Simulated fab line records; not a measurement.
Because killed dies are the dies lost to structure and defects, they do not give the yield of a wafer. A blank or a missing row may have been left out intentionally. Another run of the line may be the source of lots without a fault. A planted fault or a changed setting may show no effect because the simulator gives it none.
fab line records	flow n5Finfet
record: lots: 6	wafers: 18	lastDay: 21
route steps=1938 shown BEOL_M1@778 BEOL_M4@1111 PASSIVATION@1936
lots untouched by any fault: they come from a run of this same line in which no faults occurred
startH: hours from the record's opening day to when the first of the lot's shown wafers began	waitH: hours elapsed since this lot's preceding step	" same as the row above	L1.1+2: one row covering several wafers at once	- value missing, or start not given	* or withheld: withheld	< > ~ a bound
route shown NAME@n: NAME is a module with steps in the file, n the number in the route of the first one	usual: mean/standard deviation taken from wafers without a fault	same: alike in all rows	chamber/n: place in a boat	sites: each site's reading	_std_site: the values' standard deviation	_edge_site: the outer-site mean with the inner-site mean subtracted	radiusMm: for every site, how far away it sits from the centre of the wafer	mask NAME#n: copy n	behind: the most recent tool/chamber to have shaped the wafer	hold: reason for holding the lot/hours on hold/outcome of the hold	device: transistor that didn't switch, given as n, p or np	end of line: the tests these same wafers got at the end of their route	where a step has no rows: the recipe by itself	killed: at the first sort, the dies lost to defects and structure; wafer yield is something else	map: dies across one wafer; x = killed, . = not, _ = none there
set.NAME: the setting that was run; set.NAME@STEP: the one run at that earlier step	model.NAME: the simulator's own value behind a step, which no gauge read
lots seen at some steps along the route; tables by step, rows by wafer
services: when a tool's chamber went out of use (startH, in hours from the record's first day, below 0 if earlier), for how many hours, and the reason
== steps ==
step: N5_BEOL_M1_COAT_68
recipe: resist: SiARC	tempC: 220	timeS: 60	spinRpm: 1500	resistThkNm: 12
step: N5_BEOL_M1_COAT_76
recipe: resist: underlayer	tempC: 205	timeS: 60	spinRpm: 1500	resistThkNm: 5
step: N5_BEOL_M1_COAT_22
recipe: resist: CAR-EUV	spinRpm: 1500	resistThkNm: 30
step: N5_BEOL_M1_EBR_24
recipe: solvent: PGMEA	ebrWidthMm: 1.5
step: N5_BEOL_M1_SOFTBAKE_23
recipe: tempC: 110	timeS: 60	resist: CAR-EUV
step: N5_BEOL_M1_EXPOSE_25
recipe: maskId: V0	na: 0.33	sourceShape: quasar	sigmaInner: 0.2	sigmaOuter: 0.8	polarization: unpolarized	defocusNm: 5	targetCdNm: 24	doseMj: 63
step: N5_BEOL_M1_PEB_26
recipe: pebTempC: 100	pebTimeS: 60	resist: CAR-EUV
step: N5_BEOL_M1_DEVELOP_27
recipe: developTimeS: 30	developer: TMAH	resist: CAR-EUV	rinseLiquid: surfactantRinse	dry: airSpin	devTempC: 23
step: N5_BEOL_M1_CD_MEAS_28
recipe: landingEnergyEv: 500	detector: seInlens	targetCdYNm: 23.3
usual: cdNm: 23.95/0.27
lot.wafer	tool	chamber	startH	waitH	cdNm
L152.2	cdSem-03	0	156.05	-	23.81
L152.3	"	0	"	"	24.60
L152.6	"	0	"	"	24.30
L156.1	cdSem-02	0	161.84	-	23.96
L156.5	"	0	"	"	24.18
L156.6	"	0	"	"	24.20
L163.1	cdSem-03	0	197.74	-	23.85
L163.2	"	0	"	"	23.98
L163.4	"	0	"	"	23.67
L171.2	cdSem-03	0	245.12	-	23.96
L171.5	"	0	"	"	23.82
L171.6	"	0	"	"	23.69
L173.2	cdSem-03	0	259.70	-	24.34
L173.3	"	0	"	"	23.82
L173.4	"	0	"	"	23.73
L174.1	cdSem-03	0	266.79	-	24.00
L174.4	"	0	"	"	23.84
L174.5	"	0	"	"	23.94
step: N5_BEOL_M1_OVL_MEAS_29
recipe: pointsPerWafer: 522
usual: V0_OVL: -0.1/0.65
same: pointsPerWafer: 522
lot.wafer	tool	chamber	startH	waitH	V0_OVL[nm]
L152.2	overlay-01	0	156.09	0.0	-0.4
L152.3	"	0	"	"	-0.5
L152.6	"	0	"	"	-0.3
L156.1	overlay-01	0	161.87	0.0	0.3
L156.5	"	0	"	"	-1.1
L156.6	"	0	"	"	-1.0
L163.1	overlay-01	0	197.77	0.0	-1.1
L163.2	"	0	"	"	-0.3
L163.4	"	0	"	"	-0.5
L171.2	overlay-02	0	245.15	0.0	0.3
L171.5	"	0	"	"	-0.3
L171.6	"	0	"	"	-0.6
L173.2	overlay-02	0	259.74	0.0	-1.1
L173.3	"	0	"	"	-0.9
L173.4	"	0	"	"	-0.2
L174.1	overlay-01	0	266.82	0.0	1.0
L174.4	"	0	"	"	0.0
L174.5	"	0	"	"	-0.4
step: N5_BEOL_M1_INSPECT_30
recipe: mode: adi	inspectInstrument: brightfield
usual: rawDefectCount: 412/84
lot.wafer	tool	chamber	startH	waitH	rawDefectCount
L152.2	defectInspect-02	-	156.14	0.0	403
L152.3	"	-	"	"	405
L152.6	"	-	"	"	530
L156.1	defectInspect-02	-	161.94	0.1	404
L156.5	"	-	"	"	373
L156.6	"	-	"	"	356
L163.1	defectInspect-02	-	197.83	0.1	451
L163.2	"	-	"	"	406
L163.4	"	-	"	"	473
L171.2	defectInspect-02	-	245.21	0.0	474
L171.5	"	-	"	"	519
L171.6	"	-	"	"	524
L173.2	defectInspect-02	-	259.79	0.0	476
L173.3	"	-	"	"	493
L173.4	"	-	"	"	298
L174.1	defectInspect-01	-	266.88	0.1	406
L174.4	"	-	"	"	268
L174.5	"	-	"	"	332
step: N5_BEOL_M1_DESCUM_33
recipe: chemistry: O2	timeS: 7	sourcePowerW: 50	biasPowerW: 20	pressureMtorr: 20	rfFrequencyHz: 2.712e+07	tempC: 40	resist: CAR-EUV	o2FlowSccm: 225
usual: drypumpMotorCurrentA: 5.7/0.39	oesProductAu: 0.78/0.091	rfVppV: 243.0/1.5	showerheadPlenumPTorr: 2.08/0.075	throttleValvePct: 20.4/0.35
lot.wafer	tool	chamber	startH	waitH	drypumpMotorCurrentA	oesProductAu	rfHoursCounterH	rfVppV	showerheadPlenumPTorr	throttleValvePct
L152.2	rieDiel-03	2	156.17	0.0	6.0	0.72	179	241.5	1.99	20.1
L152.3	"	1	"	"	5.9	0.73	205	243.7	2.15	20.3
L152.6	"	3	"	"	6.5	0.76	-	243.5	2.11	20.3
L156.1	rieDiel-03	2	161.99	0.1	5.9	0.72	181	242.4	1.99	20.1
L156.5	"	3	"	"	6.5	0.75	-	242.8	2.11	20.3
L156.6	"	0	"	"	5.2	0.68	-	244.2	2.05	20.7
L163.1	rieDiel-06	2	198.00	0.2	5.8	0.71	176	243.7	2.15	19.9
L163.2	"	0	"	"	5.7	0.97	11	241.3	2.07	20.1
L163.4	"	2	"	"	5.8	0.71	-	244.5	2.15	19.9
L171.2	rieDiel-06	2	245.24	0.0	5.8	0.71	191	244.1	2.14	19.9
L171.5	"	3	"	"	5.4	0.92	-	245.9	2.20	20.4
L171.6	"	0	"	"	5.7	0.93	-	242.7	2.07	20.1
L173.2	rieDiel-03	0	259.82	0.0	5.2	0.91	15	241.5	2.04	20.3
L173.3	"	2	"	"	6.0	0.69	215	242.5	1.98	20.1
L173.4	"	3	"	"	6.5	0.73	158	243.7	2.10	20.4
L174.1	rieDiel-06	1	266.91	0.0	5.7	0.75	162	242.0	2.01	21.0
L174.4	"	3	"	"	5.4	0.91	20	242.7	2.20	20.4
L174.5	"	2	"	"	5.8	0.70	-	243.6	2.14	19.9
step: N5_BEOL_M1_ETCH_77
recipe: chemistry: N2/H2	target: underlayer	targetDepthA: 65	maskMaterial: CAR-EUV	timeS: 5.2	ionEnergyEv: 200	pressureMtorr: 30	sourceW: 840	biasW: 150	n2FlowSccm: 200	h2FlowSccm: 200	ends: cleared
usual: drypumpMotorCurrentA: 5.7/0.39	etchRfOnTimeS: 5.18/0.14	oesProductAu: 0.67/0.076	rfVppV: 524/3	showerheadPlenumPTorr: 2.52/0.096	throttleValvePct: 17.8/0.32
lot.wafer	tool	chamber	startH	waitH	drypumpMotorCurrentA	etchRfOnTimeS	oesProductAu	rfHoursCounterH	rfVppV	showerheadPlenumPTorr	throttleValvePct
L152.2	rieDiel-03	2	156.21	0.0	6.0	5.07	0.63	179	521	2.43	17.6
L152.3	"	1	"	"	5.9	6.55	0.55	205	526	2.63	17.8
L152.6	"	3	"	"	6.5	5.40	0.64	-	527	2.54	17.6
L156.1	rieDiel-03	2	162.02	0.0	6.0	6.62	0.53	181	520	2.43	17.6
L156.5	"	3	"	"	6.5	7.04	0.56	-	525	2.54	17.6
L156.6	"	0	"	"	5.2	5.09	0.58	-	520	2.50	18.1
L163.1	rieDiel-06	2	198.04	0.0	5.8	5.30	0.62	176	527	2.64	17.5
L163.2	"	0	"	"	5.7	5.19	0.83	11	524	2.49	17.3
L163.4	"	2	"	"	5.8	5.30	0.62	-	528	2.64	17.5
L171.2	rieDiel-06	2	245.28	0.0	5.8	5.23	0.60	191	529	2.63	17.5
L171.5	"	3	"	"	5.4	5.22	0.81	-	528	2.72	18.1
L171.6	"	0	"	"	5.7	5.16	0.79	-	522	2.48	17.3
L173.2	rieDiel-03	0	259.86	0.0	5.2	5.04	0.76	15	522	2.48	17.7
L173.3	"	2	"	"	6.0	5.13	0.60	215	519	2.41	17.7
L173.4	"	3	"	"	6.5	5.27	0.63	158	523	2.53	17.7
L174.1	rieDiel-06	1	266.94	0.0	5.6	5.23	0.65	162	521	2.41	18.1
L174.4	"	3	"	"	5.4	5.16	0.79	20	529	2.72	18.2
L174.5	"	2	"	"	5.8	5.31	0.61	-	527	2.63	17.5
step: N5_BEOL_M1_ETCH_69
recipe: chemistry: CF4	target: SiARC	targetDepthA: 156	maskMaterial: CAR-EUV	timeS: 26	ionEnergyEv: 80	pressureMtorr: 40	sourceW: 545	biasW: 36	Ar_flow_sccm: 100	cf4FlowSccm: 100	ends: cleared
usual: drypumpMotorCurrentA: 5.7/0.39	etchRfOnTimeS: 25.9/0.72	oesProductAu: 0.67/0.076	rfVppV: 184.0/1.3	showerheadPlenumPTorr: 2.14/0.073	throttleValvePct: 15.7/0.32
lot.wafer	tool	chamber	startH	waitH	drypumpMotorCurrentA	etchRfOnTimeS	oesProductAu	rfHoursCounterH	rfVppV	showerheadPlenumPTorr	throttleValvePct
L152.2	rieDiel-03	2	156.23	0.0	6.0	25.3	0.62	179	182.6	2.04	15.3
L152.3	"	1	"	"	5.9	24.8	0.64	205	183.9	2.20	15.6
L152.6	"	3	"	"	6.5	26.9	0.65	-	182.8	2.18	15.6
L156.1	rieDiel-03	2	162.04	0.0	6.0	25.6	0.62	181	184.2	2.04	15.3
L156.5	"	3	"	"	6.5	27.2	0.64	-	183.9	2.18	15.6
L156.6	"	0	"	"	5.2	25.5	0.58	-	184.7	2.12	16.0
L163.1	rieDiel-06	2	198.06	0.0	5.8	26.3	0.61	176	185.6	2.22	15.3
L163.2	"	0	"	"	5.7	25.8	0.82	11	181.4	2.12	15.2
L163.4	"	2	"	"	5.8	26.5	0.62	-	184.0	2.22	15.3
L171.2	rieDiel-06	2	245.29	0.0	5.8	26.0	0.61	191	184.7	2.22	15.3
L171.5	"	3	"	"	5.4	25.9	0.80	-	184.6	2.29	15.8
L171.6	"	0	"	"	5.7	25.4	0.80	-	183.5	2.11	15.2
L173.2	rieDiel-03	0	259.88	0.0	5.2	24.6	0.79	15	183.6	2.11	15.6
L173.3	"	2	"	"	6.0	25.8	0.60	215	182.6	2.03	15.4
L173.4	"	3	"	"	6.4	26.5	0.63	158	183.1	2.16	15.7
L174.1	rieDiel-06	1	266.96	0.0	5.6	26.3	0.64	162	182.8	2.07	16.1
L174.4	"	3	"	"	5.4	25.7	0.80	20	186.9	2.29	15.8
L174.5	"	2	"	"	5.8	26.0	0.61	-	185.3	2.22	15.3
step: N5_BEOL_M4_RC_MEAS_101
usual: DIBL_N: 37.7/2	DIBL_P: 37.7/2.3	IOFF_N: 0.18/0.039	IOFF_P: 0.23/0.042	ION_N: 681/12	ION_P: 463/8	SS_N: 71.9/0.68	SS_P: 73.6/0.71	VT_N: 248/3.2	VT_P: -249/3.1
lot.wafer	tool	chamber	startH	waitH	DIBL_N[mV/V]	DIBL_P[mV/V]	IOFF_N[nA/um]	IOFF_P[nA/um]	ION_N[uA/um]	ION_P[uA/um]	SS_N[mV/dec]	SS_P[mV/dec]	VT_N[mV]	VT_P[mV]
L152.2	prober-01	0	274.08	0.2	36.4	34.7	0.17	0.20	700	469	71.9	72.9	246	-253
L152.3	"	0	"	"	37.5	35.6	0.19	0.20	681	456	71.8	73.0	245	-250
L152.6	"	0	"	"	35.1	33.7	0.15	0.19	683	466	71.0	72.4	248	-251
L156.1	prober-02	0	281.36	0.0	37.1	38.8	0.19	0.24	686	468	72.3	73.6	247	-249
L156.5	"	0	"	"	35.6	36.8	0.15	0.20	663	452	71.7	72.9	250	-251
L156.6	"	0	"	"	36.3	36.9	0.16	0.21	672	458	71.6	73.3	248	-252
L163.1	prober-02	0	326.75	0.0	40.5	39.8	0.26	0.26	702	466	72.6	74.1	241	-245
L163.2	"	0	"	"	38.0	37.5	0.19	0.22	694	467	72.0	73.7	247	-250
L163.4	"	0	"	"	37.8	36.4	0.18	0.21	664	454	72.2	74.0	250	-254
L171.2	prober-01	0	385.83	0.2	37.6	39.6	0.18	0.20	680	455	72.9	73.5	246	-252
L171.5	"	0	"	"	37.9	40.1	0.19	0.23	671	456	71.9	73.6	248	-251
L171.6	"	0	"	"	34.7	35.6	0.13	0.16	676	458	71.4	72.9	249	-257
L173.2	prober-02	0	389.25	0.2	33.0	31.6	0.11	0.16	654	450	70.5	72.0	255	-252
L173.3	"	0	"	"	36.0	36.1	0.16	0.22	661	457	71.9	74.1	248	-250
L173.4	"	0	"	"	35.5	35.9	0.17	0.21	680	470	71.7	72.5	249	-246
L174.1	prober-02	0	402.27	0.0	38.4	37.0	0.23	0.25	706	471	72.1	73.2	241	-246
L174.4	"	0	"	"	37.0	34.9	0.16	0.21	663	455	71.9	72.4	251	-247
L174.5	"	0	"	"	38.9	39.3	0.24	0.29	705	475	72.5	75.0	241	-245
step: N5_PASSIVATION_PROBE_49
usual: defectLimitedYield: 91.1/1.4	killed_at_M0_to_M3: 34/9.6	killed_at_M4_up: 15/5.3	killedAtContacts: 12/6.1	killedAtFrontEnd: 40/11	killedAtOther: 3.5/2.8	killedDies: 105/17	killedOpen: 70/12	killedShort: 34/7.7	sort_bin_5_function: 5.2/0.97	sort_bin_6_memory: 3.4/0.62	sortNPass: 1075/17	sortYieldPct: 91.1/1.4
same: grossDies: 1180	killedAtBackSide: 0	sort_bin_4_leakage[%]: 0	sort_bin_8_speed[%]: 0
lot.wafer	tool	chamber	startH	waitH	defectLimitedYield[%]	killed_at_M0_to_M3	killed_at_M4_up	killedAtContacts	killedAtFrontEnd	killedAtOther	killedDies	killedOpen	killedShort	sort_bin_5_function[%]	sort_bin_6_memory[%]	sortNPass	sortYieldPct[%]
L152.2	prober-01	-	387.88	0.1	92.4	24	23	1	37	5	90	57	25	4.2	3.1	1090	92.4
L152.3	prober-01	-	387.93	0.1	90.6	38	10	7	48	8	111	67	42	5.9	3.5	1069	90.6
L152.6	prober-01	-	388.08	0.3	91.9	20	12	4	53	6	95	57	38	4.2	3.3	1085	91.9
L156.1	prober-01	-	403.39	0.0	89.0	31	20	16	58	5	130	88	40	6.0	4.5	1050	89.0
L156.5	prober-01	-	403.59	0.2	91.5	21	5	12	61	1	100	65	35	5.3	2.9	1080	91.5
L156.6	prober-01	-	403.64	0.3	91.5	31	15	12	39	3	100	66	32	4.3	4.1	1080	91.5
L163.1	prober-01	-	433.44	0.0	91.9	29	17	10	36	3	95	71	24	4.3	3.6	1085	91.9
L163.2	prober-01	-	433.49	0.1	90.8	30	14	31	32	1	108	80	28	5.4	3.1	1072	90.8
L163.4	prober-01	-	433.59	0.2	93.7	35	14	9	16	0	74	57	15	3.7	2.2	1106	93.7
L171.2	prober-02	-	483.01	0.1	92.9	26	11	7	32	8	84	53	31	4.0	2.8	1096	92.9
L171.5	prober-02	-	483.16	0.2	92.2	25	14	16	33	4	92	61	28	4.2	3.5	1088	92.2
L171.6	prober-02	-	483.21	0.3	91.6	28	6	3	55	7	99	63	35	4.4	3.3	1081	91.6
L173.2	prober-02	-	501.38	0.3	91.2	31	15	9	46	3	104	73	30	5.1	3.5	1076	91.2
L173.3	prober-02	-	501.43	0.4	91.4	33	16	7	36	10	102	71	30	5.2	3.2	1078	91.4
L173.4	prober-02	-	501.48	0.4	91.9	30	17	8	38	3	96	65	30	4.8	3.2	1084	91.9
L174.1	prober-01	-	510.06	0.0	91.9	22	17	8	43	5	95	59	35	4.5	3.3	1085	91.9
L174.4	prober-01	-	510.21	0.2	93.0	23	16	14	25	5	83	61	22	4.2	2.6	1097	93.0
L174.5	prober-01	-	510.26	0.2	89.7	40	13	14	48	6	121	65	55	6.1	3.7	1059	89.7
killed by level:class
L152.2 BEOL_M4:geometricParticle:open=10 FIN_SAQP:geometricParticle:open=7 BEOL_M2:geometricParticle:open=6 STI_FIN_REVEAL:geometricParticle:open=5 DUMMY_GATE:geometricParticle:open=5 BEOL_M2:geometricParticle:short=5 HKMG_FIN:areaEtch=5 BEOL_M0_SAQP:geometricParticle:short=4
L152.3 FIN_SAQP:geometricParticle:open=12 BEOL_M1:geometricParticle:open=11 BEOL_M0_SAQP:geometricParticle:short=9 FIN_SAQP:geometricParticle:short=8 STI_FIN_REVEAL:geometricParticle:open=8 BEOL_M0_SAQP:geometricParticle:open=7 STARTING-WAFER:geometricParticle:short=7 MOL_CONTACT_COAG:geometricParticle:open=6
L152.6 FIN_SAQP:geometricParticle:short=17 FIN_SAQP:geometricParticle:open=14 STI_FIN_REVEAL:geometricParticle:open=5 BEOL_M3:geometricParticle:open=5 STARTING-WAFER:geometricParticle:short=4 MOL_CONTACT_COAG:geometricParticle:open=4 BEOL_M0_SAQP:geometricParticle:open=4 BEOL_M1:geometricParticle:open=4
L156.1 FIN_SAQP:geometricParticle:open=24 MOL_CONTACT_COAG:geometricParticle:open=14 FIN_SAQP:geometricParticle:short=12 BEOL_M2:geometricParticle:open=9 BEOL_M0_SAQP:geometricParticle:open=7 ILD0:geometricParticle:short=5 BEOL_M5:geometricParticle:open=5 STARTING-WAFER:geometricParticle:open=4
L156.5 FIN_SAQP:geometricParticle:open=28 FIN_SAQP:geometricParticle:short=10 MOL_CONTACT_COAG:geometricParticle:open=10 BEOL_M3:geometricParticle:short=5 BEOL_M3:geometricParticle:open=5 STARTING-WAFER:geometricParticle:short=5 ILD0:geometricParticle:short=4 ILD0:geometricParticle:open=3
L156.6 FIN_SAQP:geometricParticle:open=15 MOL_CONTACT_COAG:geometricParticle:open=10 BEOL_M1:geometricParticle:open=8 FIN_SAQP:geometricParticle:short=7 BEOL_M0_SAQP:geometricParticle:open=5 BEOL_M3:geometricParticle:short=5 BEOL_M4:geometricParticle:open=5 STI_FIN_REVEAL:geometricParticle:open=4
L163.1 STI_FIN_REVEAL:geometricParticle:open=11 BEOL_M3:geometricParticle:open=10 MOL_CONTACT_COAG:geometricParticle:open=8 BEOL_M4:geometricParticle:open=7 BEOL_M1:geometricParticle:open=7 FIN_SAQP:geometricParticle:open=4 GATE_CUT:geometricParticle:short=4 GATE_CUT:geometricParticle:open=4
L163.2 MOL_CONTACT_COAG:geometricParticle:open=28 BEOL_M3:geometricParticle:open=15 BEOL_M4:geometricParticle:open=9 GATE_CUT:geometricParticle:short=7 STI_FIN_REVEAL:geometricParticle:open=6 GATE_CUT:geometricParticle:open=5 STARTING-WAFER:geometricParticle:short=5 BEOL_M0_SAQP:geometricParticle:open=4
L163.4 BEOL_M3:geometricParticle:open=15 BEOL_M4:geometricParticle:open=9 MOL_CONTACT_COAG:geometricParticle:open=8 BEOL_M2:geometricParticle:open=8 BEOL_M3:geometricParticle:short=5 STARTING-WAFER:geometricParticle:open=4 FIN_SAQP:geometricParticle:open=2 FIN_SAQP:geometricParticle:short=2
L171.2 FIN_SAQP:geometricParticle:short=8 BEOL_M0_SAQP:geometricParticle:short=7 MOL_CONTACT_COAG:geometricParticle:open=6 BEOL_M0_SAQP:geometricParticle:open=6 STI_FIN_REVEAL:geometricParticle:open=5 BEOL_M3:geometricParticle:open=5 BEOL_M4:geometricParticle:open=5 FIN_SAQP:geometricParticle:open=4
L171.5 MOL_CONTACT_COAG:geometricParticle:open=14 FIN_SAQP:geometricParticle:open=6 BEOL_M0_SAQP:geometricParticle:short=5 BEOL_M2:geometricParticle:open=5 BEOL_M4:geometricParticle:short=5 DUMMY_GATE:geometricParticle:open=4 DUMMY_GATE:geometricParticle:short=4 GATE_CUT:geometricParticle:open=4
L171.6 DUMMY_GATE:geometricParticle:open=12 FIN_SAQP:geometricParticle:short=10 STI_FIN_REVEAL:geometricParticle:open=9 FIN_SAQP:geometricParticle:open=8 BEOL_M0_SAQP:geometricParticle:open=8 BEOL_M0_SAQP:geometricParticle:short=5 BEOL_M2:geometricParticle:open=4 BEOL_M3:geometricParticle:open=4
L173.2 STI_FIN_REVEAL:geometricParticle:open=21 FIN_SAQP:geometricParticle:open=8 MOL_CONTACT_COAG:geometricParticle:open=8 BEOL_M0_SAQP:geometricParticle:short=8 BEOL_M4:geometricParticle:open=7 BEOL_M2:geometricParticle:open=6 BEOL_M1:geometricParticle:open=5 FIN_SAQP:geometricParticle:short=4
L173.3 FIN_SAQP:geometricParticle:open=8 BEOL_M4:geometricParticle:open=8 FIN_SAQP:geometricParticle:short=7 BEOL_M3:geometricParticle:open=7 STI_FIN_REVEAL:geometricParticle:open=6 BEOL_M0:geometricParticle:open=6 BEOL_M2:geometricParticle:open=6 SPACER0:geometricParticle:open=5
L173.4 STI_FIN_REVEAL:geometricParticle:open=9 BEOL_M4:geometricParticle:open=9 BEOL_M0_SAQP:geometricParticle:short=7 BEOL_M2:geometricParticle:open=7 FIN_SAQP:geometricParticle:short=6 FIN_SAQP:geometricParticle:open=5 DUMMY_GATE:geometricParticle:open=5 STI_FIN_REVEAL:geometricParticle:short=4
L174.1 STI_FIN_REVEAL:geometricParticle:open=11 GATE_CUT:geometricParticle:short=9 MOL_CONTACT_COAG:geometricParticle:open=7 BEOL_M4:geometricParticle:open=7 FIN_SAQP:geometricParticle:open=6 BEOL_M1:geometricParticle:open=5 BEOL_M0_SAQP:geometricParticle:open=4 BEOL_M2:geometricParticle:open=4
L174.4 MOL_CONTACT_COAG:geometricParticle:open=13 BEOL_M0_SAQP:geometricParticle:open=10 STI_FIN_REVEAL:geometricParticle:open=7 BEOL_M2:geometricParticle:open=6 BEOL_M4:geometricParticle:open=5 DUMMY_GATE:geometricParticle:open=4 GATE_CUT:geometricParticle:short=4 BEOL_M0_SAQP:geometricParticle:short=4
L174.5 BEOL_M0_SAQP:geometricParticle:short=10 FIN_SAQP:geometricParticle:short=9 MOL_CONTACT_COAG:geometricParticle:open=8 STI_FIN_REVEAL:geometricParticle:open=7 FIN_SAQP:geometricParticle:open=6 MOL_CONTACT_COAG:geometricParticle:short=6 BEOL_M0:geometricParticle:open=5 BEOL_M2:geometricParticle:open=5
== services ==
tool	chamber	startH	hours	kind
rieDiel-06	0	152.53	-	clean
rieDiel-06	0	152.53	-	consumableReplace:focusRing
rieDiel-06	0	152.53	21.1	scheduledDown
rieDiel-06	0	152.53	21.1	ventCycle
rieDiel-06	3	179.10	4.1	repair
rieDiel-06	3	183.24	-	clean
rieDiel-06	3	183.24	-	consumableReplace:focusRing
rieDiel-06	3	183.24	-	consumableReplace:showerhead
rieDiel-06	3	183.24	21.2	scheduledDown
rieDiel-06	3	183.24	21.2	ventCycle
rieDiel-03	0	200.42	-	clean
rieDiel-03	0	200.42	-	consumableReplace:focusRing
rieDiel-03	0	200.42	14.1	scheduledDown
rieDiel-03	0	200.42	14.1	ventCycle
rieDiel-03	3	264.21	16.9	repair
rieDiel-03	0	266.87	9.2	repair
== key ==
firstSign: step: N5_BEOL_M1_ETCH_77	reading: etchRfOnTimeS	direction: up	sigmas: 11	usual: *	struck: *
effect none on later readings
metAt N5_BEOL_M1_ETCH_77
struckWafers L152.3,L156.1,L156.5
fault: kind: processParameterDrift	tool: rieDiel-03	chamber: -	onsetH: 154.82	steps: N5_BEOL_M1_ETCH_77	channel: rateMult	offset: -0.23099	shape: step	endH: 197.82	scope: struckWafersOnly
